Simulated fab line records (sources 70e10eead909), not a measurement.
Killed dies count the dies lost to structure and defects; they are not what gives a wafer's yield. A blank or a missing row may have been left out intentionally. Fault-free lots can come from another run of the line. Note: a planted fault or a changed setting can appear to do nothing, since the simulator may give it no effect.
Which tool was responsible? + flow nand_harc + 24 lots with 72 wafers sampled at 4 steps, on a route of 1302 steps

## WHAT EACH GAUGE READ, for each wafer
NHARC_A_M1_OVL_MEAS_10: pitch 240 nm.
| lot  | measured     | on         | overlay_x_nm (nm) | overlay_y_nm (nm) |
|------|--------------|------------|-------------------|-------------------|
| L075 | day 23 09:17 | overlay-02 | -1.3 -1.0 -1.5    | 0.0 0.2 0.2       |
| L074 | day 23 12:02 | overlay-02 | 1.1 0.9 0.9       | 0.1 0.6 0.2       |
| L076 | day 24 05:44 | overlay-01 | 1.3 1.7 1.4       | -0.6 -0.4 0.2     |
| L078 | day 24 22:47 | overlay-02 | -0.5 -0.4 0.5     | 0.3 0.3 0.5       |
| L077 | day 25 07:32 | overlay-01 | 0.4 0.3 0.5       | 0.0 0.2 0.4       |
| L079 | day 25 11:51 | overlay-02 | -0.2 0.2 -0.9     | -0.7 -0.5 -1.3    |
| L081 | day 25 13:49 | overlay-02 | 0.5 0.8 0.8       | -2.0 -2.2 -2.1    |
| L080 | day 25 16:54 | overlay-02 | 0.9 0.6 0.7       | -0.9 -0.8 -1.2    |
| L082 | day 25 23:05 | overlay-01 | -0.3 -0.5 0.2     | -0.7 -0.7 -0.8    |
| L083 | day 26 14:02 | overlay-01 | -0.8 -1.0 -0.4    | 0.0 0.2 0.1       |
| L084 | day 27 04:38 | overlay-01 | 1.0 1.3 1.0       | 0.4 0.3 1.3       |
| L085 | day 27 21:17 | overlay-02 | -0.5 -0.1 -0.8    | 0.5 0.2 -0.1      |
| L086 | day 27 22:47 | overlay-02 | -0.4 0.7 0.4      | 2.6 2.0 2.1       |
| L088 | day 28 16:56 | overlay-02 | -0.5 -0.6 -0.4    | 0.9 0.2 0.8       |
| L087 | day 28 18:32 | overlay-02 | -1.4 -1.2 -1.1    | 1.0 0.0 0.7       |
| L089 | day 29 01:03 | overlay-02 | 0.9 0.9 0.7       | -1.4 -1.5 -1.4    |
| L091 | day 29 05:53 | overlay-01 | 1.8 1.2 0.9       | 0.5 0.0 0.3       |
| L090 | day 29 07:23 | overlay-02 | 0.9 0.8 0.5       | -0.2 -0.2 -0.2    |
| L093 | day 30 17:07 | overlay-02 | -0.8 -0.7 -0.2    | 1.4 1.4 0.8       |
| L092 | day 31 02:26 | overlay-01 | -1.0 -0.8 -0.6    | -0.8 0.0 -0.8     |
| L094 | day 31 09:56 | overlay-01 | -0.4 -0.4 -0.8    | -1.0 -1.0 -0.8    |
| L096 | day 31 20:07 | overlay-02 | -1.1 -0.5 -0.3    | -0.9 -0.5 -1.2    |
| L097 | day 31 22:01 | overlay-01 | -1.0 -0.7 -0.8    | -1.2 -0.8 -1.9    |
| L095 | day 31 23:14 | overlay-01 | -0.8 -0.8 -1.5    | 1.5 1.4 0.4       |

## WHICH TOOL RAN EACH LOT (tool, then ch and the chambers of the sampled wafers, then the start)
| lot  | NHARC_A_CONTACT_ETCH_89                       | NHARC_A_CONTACT_ETCH_136             | NHARC_A_CONTACT_ETCH_139             |
|------|-----------------------------------------------|--------------------------------------|--------------------------------------|
| L075 | rie_diel-02 ch 0,3, day 22 20:16 or earlier   | har_cap_etch-01 ch 0,1, day 22 20:16 | har_cap_etch-01 ch 0,1, day 22 21:05 |
| L074 | rie_diel-06 ch 0,3, day 22 23:28 or earlier   | har_cap_etch-03 ch 0,1, day 22 23:28 | har_cap_etch-03 ch 0,1, day 23 00:16 |
| L076 | rie_diel-02 ch 0,1,2, day 23 16:47 or earlier | har_cap_etch-01 ch 0,1, day 23 16:47 | har_cap_etch-01 ch 0,1, day 23 17:36 |
| L078 | rie_diel-02 ch 2,3, day 24 08:44 or earlier   | har_cap_etch-02 ch 0,1, day 24 08:44 | har_cap_etch-02 ch 0,1, day 24 09:34 |
| L077 | rie_diel-02 ch 2,3, day 24 13:53 or earlier   | har_cap_etch-02 ch 0,1, day 24 13:53 | har_cap_etch-02 ch 0,1, day 24 14:43 |
| L079 | rie_diel-01 ch 2,3, day 24 22:12 or earlier   | har_cap_etch-03 ch 0,1, day 24 22:12 | har_cap_etch-03 ch 0,1, day 24 23:01 |
| L081 | rie_diel-01 ch 1,3, day 25 00:15 or earlier   | har_cap_etch-01 ch 1, day 25 00:15   | har_cap_etch-01 ch 1, day 25 01:04   |
| L080 | rie_diel-06 ch 1,2,3, day 25 01:49 or earlier | har_cap_etch-03 ch 0,1, day 25 01:49 | har_cap_etch-03 ch 0,1, day 25 02:38 |
| L082 | rie_diel-02 ch 0,2, day 25 09:45 or earlier   | har_cap_etch-03 ch 0,1, day 25 09:45 | har_cap_etch-03 ch 0,1, day 25 10:34 |
| L083 | rie_diel-01 ch 0,2,3, day 26 01:19 or earlier | har_cap_etch-03 ch 0,1, day 26 01:19 | har_cap_etch-03 ch 0,1, day 26 02:07 |
| L084 | rie_diel-01 ch 0,2,3, day 26 16:13 or earlier | har_cap_etch-02 ch 0,1, day 26 16:13 | har_cap_etch-02 ch 0,1, day 26 17:02 |
| L085 | rie_diel-02 ch 1,3, day 27 07:56 or earlier   | har_cap_etch-02 ch 1, day 27 07:56   | har_cap_etch-02 ch 1, day 27 08:45   |
| L086 | rie_diel-02 ch 0,1,3, day 27 09:43 or earlier | har_cap_etch-03 ch 0,1, day 27 09:43 | har_cap_etch-03 ch 0,1, day 27 10:31 |
| L088 | rie_diel-02 ch 1,2,3, day 28 04:08 or earlier | har_cap_etch-02 ch 0,1, day 28 04:08 | har_cap_etch-02 ch 0,1, day 28 04:57 |
| L087 | rie_diel-02 ch 0,2,3, day 28 05:42 or earlier | har_cap_etch-01 ch 0,1, day 28 05:42 | har_cap_etch-01 ch 0,1, day 28 06:31 |
| L089 | rie_diel-06 ch 0,1,3, day 28 11:03 or earlier | har_cap_etch-02 ch 0,1, day 28 11:03 | har_cap_etch-02 ch 0,1, day 28 12:08 |
| L091 | rie_diel-02 ch 0,1,2, day 28 16:56 or earlier | har_cap_etch-03 ch 0,1, day 28 16:56 | har_cap_etch-03 ch 0,1, day 28 17:45 |
| L090 | rie_diel-02 ch 1,2,3, day 28 18:32 or earlier | har_cap_etch-02 ch 0,1, day 28 18:32 | har_cap_etch-02 ch 0,1, day 28 19:22 |
| L093 | rie_diel-02 ch 0,1, day 30 04:07 or earlier   | har_cap_etch-03 ch 0,1, day 30 04:07 | har_cap_etch-03 ch 0,1, day 30 04:56 |
| L092 | rie_diel-02 ch 0,2, day 30 13:13 or earlier   | har_cap_etch-02 ch 0,1, day 30 13:13 | har_cap_etch-02 ch 0,1, day 30 14:01 |
| L094 | rie_diel-01 ch 0,2, day 30 20:55 or earlier   | har_cap_etch-01 ch 0,1, day 30 20:55 | har_cap_etch-01 ch 0,1, day 30 21:44 |
| L096 | rie_diel-02 ch 0,1,2, day 31 06:46 or earlier | har_cap_etch-01 ch 0,1, day 31 06:46 | har_cap_etch-01 ch 0,1, day 31 07:35 |
| L097 | rie_diel-02 ch 0,2,3, day 31 09:24 or earlier | har_cap_etch-03 ch 0,1, day 31 09:24 | har_cap_etch-03 ch 0,1, day 31 10:13 |
| L095 | rie_diel-01 ch 0,2,3, day 31 10:20 or earlier | har_cap_etch-02 ch 0,1, day 31 10:20 | har_cap_etch-02 ch 0,1, day 31 11:08 |
- NHARC_A_CONTACT_ETCH_89: etches the open film in N2/H2, target depth 260 nm, time 475.3 s.
- NHARC_A_CONTACT_ETCH_136: etches the open film in C4F8/O2/Ar, time 311 s, target depth 1912 nm.
- NHARC_A_CONTACT_ETCH_139: etches the open film in C4F8/O2/Ar, time 195 s, target depth 840 nm.

## WHAT THE TOOLS THEMSELVES READ (means of the sampled wafers that have a number; where no wafer has one, the mark that the record gives instead)
NHARC_A_CONTACT_ETCH_89.
| lot  | tool        | bias_w (W) | drypump_motor_current_A (A) | oes_product_au (a.u.) | rf_vpp_V (V) | showerhead_plenum_p_Torr (Torr) | throttle_valve_pct (%) |
|------|-------------|------------|-----------------------------|-----------------------|--------------|---------------------------------|------------------------|
| L075 | rie_diel-02 | 149.9      | 5.9                         | 0.994                 | 429          | 2.00                            | 14.175                 |
| L074 | rie_diel-06 | 149.7      | 5.9                         | 1.004                 | 431          | 2.09                            | 14.178                 |
| L076 | rie_diel-02 | 149.8      | 5.8                         | 1.003                 | 429          | 1.98                            | 14.172                 |
| L078 | rie_diel-02 | 149.7      | 5.8                         | 1.008                 | 426          | 1.90                            | 14.176                 |
| L077 | rie_diel-02 | 150.2      | 5.9                         | 0.998                 | 427          | 1.90                            | 14.170                 |
| L079 | rie_diel-01 | 150.6      | 5.4                         | 0.989                 | 427          | 1.92                            | 14.171                 |
| L081 | rie_diel-01 | 149.9      | 5.6                         | 0.984                 | 428          | 1.97                            | 14.172                 |
| L080 | rie_diel-06 | 149.7      | 6.0                         | 0.998                 | 433          | 2.15                            | 14.165                 |
| L082 | rie_diel-02 | 150.2      | 5.9                         | 1.000                 | 431          | 2.07                            | 14.174                 |
| L083 | rie_diel-01 | 149.8      | 5.3                         | 0.987                 | 428          | 1.94                            | 14.170                 |
| L084 | rie_diel-01 | 149.8      | 5.3                         | 0.998                 | 428          | 1.94                            | 14.174                 |
| L085 | rie_diel-02 | 150.1      | 5.8                         | 0.996                 | 427          | 1.90                            | 14.167                 |
| L086 | rie_diel-02 | 149.7      | 5.9                         | 0.995                 | 429          | 1.99                            | 14.174                 |
| L088 | rie_diel-02 | 150.4      | 5.8                         | 0.993                 | 427          | 1.89                            | 14.179                 |
| L087 | rie_diel-02 | 150.1      | 5.9                         | 0.998                 | 429          | 1.98                            | 14.170                 |
| L089 | rie_diel-06 | 150.0      | 6.2                         | 1.002                 | 432          | 2.10                            | 14.173                 |
| L091 | rie_diel-02 | 150.0      | 5.8                         | 0.999                 | 428          | 1.98                            | 14.167                 |
| L090 | rie_diel-02 | 150.0      | 5.8                         | 1.000                 | 427          | 1.89                            | 14.173                 |
| L093 | rie_diel-02 | 149.8      | 5.8                         | 1.007                 | 429          | 1.98                            | 14.174                 |
| L092 | rie_diel-02 | 150.0      | 5.9                         | 1.003                 | 428          | 1.97                            | 14.171                 |
| L094 | rie_diel-01 | 150.3      | 5.5                         | 0.988                 | 429          | 1.94                            | 14.174                 |
| L096 | rie_diel-02 | 150.2      | 5.8                         | 0.999                 | 428          | 1.97                            | 14.182                 |
| L097 | rie_diel-02 | 149.9      | 5.9                         | 0.988                 | 429          | 1.98                            | 14.161                 |
| L095 | rie_diel-01 | 149.7      | 5.3                         | 0.990                 | 428          | 1.93                            | 14.172                 |

## THE ANSWER, worked out from the rows above alone
Rule: what is usual is taken from the lots themselves. Put in order of their means at a reading, lots are off if they are a third of the lots or fewer, leave a main group of 4 or more, and stand apart from it by a gap of 3 or more times the standard deviation of the main group's means; of several such gaps the widest counts. If all means in a main group match to the digits the tables above print for the reading, that group is not used. Also off: a lot with no number at a reading for which 4 or more lots have one. Where the step has rows for the other lots, those lots are counted as sound. Order of review: gauges by route order, followed by the tools' own readings, for which a lot's mean as printed above is used. The first step at which some lot is off is used, and at that step the reading that is off furthest; a lot without a number counts as furthest.
Nothing can be told from this: no lot is off at any reading shown.

## WHAT THE SIMULATOR PUT IN
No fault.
